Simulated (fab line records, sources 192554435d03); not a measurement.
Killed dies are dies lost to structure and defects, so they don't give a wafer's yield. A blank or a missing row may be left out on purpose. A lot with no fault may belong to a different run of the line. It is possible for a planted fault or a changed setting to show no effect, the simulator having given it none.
2 desks, one fault -- flow n5_finfet -- numbers are kept per desk, each desk with only its own; the story behind them comes last

THE DEFECT DESK
Lot by lot, what the route's inspections counted, given as the mean of those sampled wafers with a number. If a lot's mean is further than 4 standard deviations from the usual mean, the lot is out of limits and carries the mark OUT (the distance appears in the brackets).
Columns: A = raw_defect_count at N5_BEOL_M9_INSPECT_58, usual 74
lot,first seen here,A
L818,day 9 14:40,44
L817,day 9 15:07,91
L820,day 10 14:46,60
L821,day 10 15:04,72
L828,day 13 03:41,68
L832,day 14 02:21,68
L834,day 14 13:01,78
L837,day 15 11:38,41
L838,day 15 23:46,114
L839,day 16 04:52,59
L840,day 16 20:04,65
Result from this desk: across the 11 lots, nothing is out of limits.

FOR THE TOOL OWNER'S DESK: litho_track-02
The tool's own readings at N5_BEOL_M10_COAT_63 (time 60 s, resist thk 100 nm): means of the sampled wafers that have a number, for each lot that ran on this tool. If a lot's mean is further than 4 standard deviations from the usual mean, the lot is out of limits and carries the mark OUT (the distance appears in the brackets).
Columns: A = dispense_pressure_kPa at N5_BEOL_M10_COAT_63, usual 48 kPa; B = spin_speed_rpm at N5_BEOL_M10_COAT_63, usual 1499.9 rpm
lot,first seen here,A,B
L817,day 9 19:30,47,1500.0
L828,day 13 05:55,47,1498.3
L832,day 14 08:05,47,1463.7 (-33) OUT
L834,day 14 19:43,47,1465.6 (-31) OUT
This desk's finding: out of limits on L832, L834; first on L832, day 14 08:05 (spin_speed_rpm at N5_BEOL_M10_COAT_63). L817, L828 stayed within limits.

PUT TOGETHER
The tool owner's desk had the chance to raise an alarm at day 14 08:05 on L832, L834.
Nothing the defect desk looked at was out of limits.
The defect desk has L832, L834 on record, within its limits.
Of the lots named, all ran N5_BEOL_M10_COAT_63 on litho_track-02.

WHAT HAD BEEN PUT IN BY THE SIMULATOR
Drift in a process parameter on litho_track-02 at N5_BEOL_M10_COAT_63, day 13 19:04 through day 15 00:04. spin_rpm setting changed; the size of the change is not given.
Struck lots among those shown: L832, L834.
Hours from the fault's start to each desk's first reading out of limits: the tool owner's desk, 13.
